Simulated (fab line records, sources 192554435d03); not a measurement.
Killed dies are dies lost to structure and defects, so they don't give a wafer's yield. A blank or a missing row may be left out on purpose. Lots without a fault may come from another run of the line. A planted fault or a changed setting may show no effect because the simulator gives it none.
Chamber matching | flow n5_finfet | N5_DUMMY_GATE_ALD_02 on ald_sin-03: 4 sister chambers
The step deposits SiO2, target thk 2 nm, pulse time 1 s. 7 wafers are shown with their chamber, then 8 later ones without.

WAFERS WITH THEIR CHAMBER
wafer  | chamber | heater_power_outer_w (W) | heater_power_w (W)
L077.4 | 2       | 267                      | 490
L078.4 | 2       | 253                      | 479
L081.3 | 3       | 239                      | 460
L086.1 | 0       | 278                      | 480
L086.2 | 1       | 224                      | 462
L086.6 | 0       | 280                      | 473
L091.2 | 1       | 232                      | 464

WAFERS WITHOUT THEIR CHAMBER
wafer  | heater_power_outer_w (W) | heater_power_w (W)
L091.4 | 262                      | 496
L091.6 | 265                      | 490
L093.2 | 265                      | 481
L093.3 | 282                      | 475
L093.5 | 267                      | 487
L095.1 | 235                      | 464
L095.2 | 283                      | 478
L095.5 | 268                      | 488

WHICH CHAMBER EACH WENT THROUGH
wafer  | from the rows above     | in truth
L091.4 | 2                       | 2
L091.6 | 2                       | 2
L093.2 | can't be placed: 2 or 0 | 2
L093.3 | 0                       | 0
L093.5 | can't be placed: 2 or 0 | 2
L095.1 | can't be placed: 3 or 1 | 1
L095.2 | 0                       | 0
L095.5 | can't be placed: 2 or 0 | 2
Placed correctly: 4 of 8. Can't be placed from these rows: 4 (the true chamber is among the candidates in 4). Placed wrongly: 0.
How it was worked out, from the rows above alone: a wafer's distance from a chamber is the root of the sum, over the readings, of the square of ((its reading less the chamber's mean) divided by the reading's scatter). The wafer belongs to the nearest chamber; if the next one is less than 2 further off, it can't be placed. A chamber's mean is the mean of its shown wafers. The scatter: the root of (the sum of the squares of (reading less its chamber's mean) over the shown wafers, divided by (wafers less chambers)).
